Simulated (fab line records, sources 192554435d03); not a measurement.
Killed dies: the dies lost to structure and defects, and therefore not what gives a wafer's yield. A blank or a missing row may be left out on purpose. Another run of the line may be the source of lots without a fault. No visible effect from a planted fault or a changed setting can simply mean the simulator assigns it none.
Struck lot and sound lot, side by side :: flow n5Finfet :: 15 out of 1938 route steps
Sound: these wafers, L535.3, L535.4, L535.6. Struck: wafer L550.6 (L550.1, L550.3, from the same lot, were not struck and are left out); the cause is given at the end.
At each step with rows: each side's tool, then ch and its chambers, then its first start. Under that, the readings that differ: sound wafers :: struck wafers :: difference of the means :: sigmas: that difference in standard deviations of wafers without a fault.
alike: readings with means less than 2 such deviations apart, plus words and numbers identical on both sides. not compared: withheld readings, readings lacking a value on some wafer, bounds such as >300 that could conceal the same value, and numbers that have no deviation in the record and whose values overlap.
The two part at a step that has a row with sigmas, a row that says differs or no value, or rows on one side only. When numbers do not overlap yet have no deviation, they are printed without sigmas and do not part them. A reading that every wafer of one side lacks parts them only if that side has two wafers or more.

N5_BEOL_M3_ETCH_41: etches SiCN in CH3F/O2, target depth 29.9 nm, time 52.5 s.
  sound: rieDiel-06 ch 0,2,3; struck: rieDiel-06 ch 2
  alike: drypumpMotorCurrentA, oesProductAu, rfVppV, showerheadPlenumPTorr, throttleValvePct
  not compared: rfHoursCounterH
then, 1 step without rows for these wafers: N5_BEOL_M3_STRIP_97 (strips in N2/H2, time 10 s).
N5_BEOL_M3_OCD_MEAS_38:
  sound: ocd-01 at day 7 21:59; struck: ocd-01 at day 11 09:31
  alike: trenchDepthNm
then, 4 steps without rows for these wafers: N5_BEOL_M3_HM_STRIP_39 (strips TiN in peroxide tin strip, target depth 25 nm, time 158 s); N5_BEOL_M3_SRD_40 (time 30 s); N5_BEOL_M3_PRECLEAN_42 (cleans in residue remover, time 60 s); N5_BEOL_M3_SRD_43 (time 30 s).
N5_BEOL_M3_CD_MEAS_35: target cd 18 nm, target cd y 21 nm.
  sound: cdSem-01 at day 7 22:08; struck: cdSem-03 at day 11 09:40
  alike: cdNm
then, 1 step without rows for these wafers: N5_BEOL_M3_DEGAS_44 (time 60 s).
N5_BEOL_M3_PRE_CLEAN_45: time 30 s.
  sound: pvdSputter-02 at day 7 22:40; struck: pvdSputter-03 at day 11 10:34
  alike: heaterPowerW
N5_BEOL_M3_ALD_84: deposits TaN, pulse time 2 s, purge time 3 s, co reactant purge time 2 s.
  sound on aldMetal-04 ch 2,3, day 7 22:55; struck on aldMetal-02 ch 3, day 11 10:37
  alike: heaterPowerW, precursorVesselPressureTorr
N5_BEOL_M3_SURFACE_TREAT_85:
  sound: pvdSputter-02 at day 8 00:44; struck: pvdSputter-03 at day 11 10:56
  not compared: throttleValvePct
N5_BEOL_M3_CVD_47: deposits Co from CCTBA/H2, target thk 3 nm, time 223.8 s.
  sound on cvdCo-02 ch 1,2, day 8 00:50; struck on cvdCo-01 ch 0, day 11 11:00
reading: runLengthS (s)
sound: 246.4 246.4 246.3
struck: 250.3
difference: +3.9
sigmas: +7
N5_BEOL_M3_SPUTTER_48: material Cu, target thk 4.5 nm, time 8.29 s.
  sound: pvdSputter-03 at day 8 01:00; struck: pvdSputter-02 at day 11 11:10
  alike: throttleValvePct
N5_BEOL_M4_RC_MEAS_101:
  sound on prober-02 ch 0, day 8 13:31; struck on prober-01 ch 0, day 12 02:46
  alike: DIBL_N, DIBL_P, IOFF_N, IOFF_P, ION_N, ION_P, SS_N, SS_P, VT_N, VT_P

== WHERE THEY PART ==
Within this record, at N5_BEOL_M3_CVD_47 only. Later steps at which nothing parts them and some readings are alike: N5_BEOL_M3_SPUTTER_48, N5_BEOL_M4_RC_MEAS_101.

WHY: what the simulator had put in
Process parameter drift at N5_BEOL_M3_CVD_47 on cvdCo-01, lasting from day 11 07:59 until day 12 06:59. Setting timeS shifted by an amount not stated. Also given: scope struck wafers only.
